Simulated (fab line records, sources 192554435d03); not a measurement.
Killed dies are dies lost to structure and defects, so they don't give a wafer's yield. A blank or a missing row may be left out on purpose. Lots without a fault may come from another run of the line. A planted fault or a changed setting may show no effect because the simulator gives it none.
Chamber matching | flow n5_finfet | N5_BEOL_M9_PECVD_70 on pecvd-03: 3 sister chambers
The step deposits SiO2 from TEOS/O2, target thk 20 nm, time 22.7 s. 3 wafers are shown with their chamber, then 6 later ones without.

WAFERS WITH THEIR CHAMBER
wafer  | chamber | throttle_valve_pct (%)
L229.6 | 1       | 21.9
L233.1 | 0       | 23.0
L233.3 | 2       | 21.3

WAFERS WITHOUT THEIR CHAMBER
wafer  | throttle_valve_pct (%)
L233.6 | 22.1
L235.2 | 23.0
L235.3 | 21.3
L235.5 | 22.1
L239.2 | 22.9
L239.4 | 21.9

WHICH CHAMBER EACH WENT THROUGH
wafer  | from the rows above | in truth
L233.6 | 1                   | 1
L235.2 | 0                   | 0
L235.3 | 2                   | 2
L235.5 | 1                   | 1
L239.2 | 0                   | 0
L239.4 | 1                   | 1
Placed correctly: 6 of 6. Can't be placed from these rows: 0. Placed wrongly: 0.
How it was worked out, from the rows above alone: a wafer's distance from a chamber is the root of the sum, over the readings, of the square of ((its reading less the chamber's mean) divided by the reading's scatter). The wafer belongs to the nearest chamber; if the next one is less than 2 further off, it can't be placed. A chamber's mean is the mean of its shown wafers. The scatter: with one shown wafer a chamber, the root of the mean of the squares of how far each hidden wafer lies from its nearest shown one.
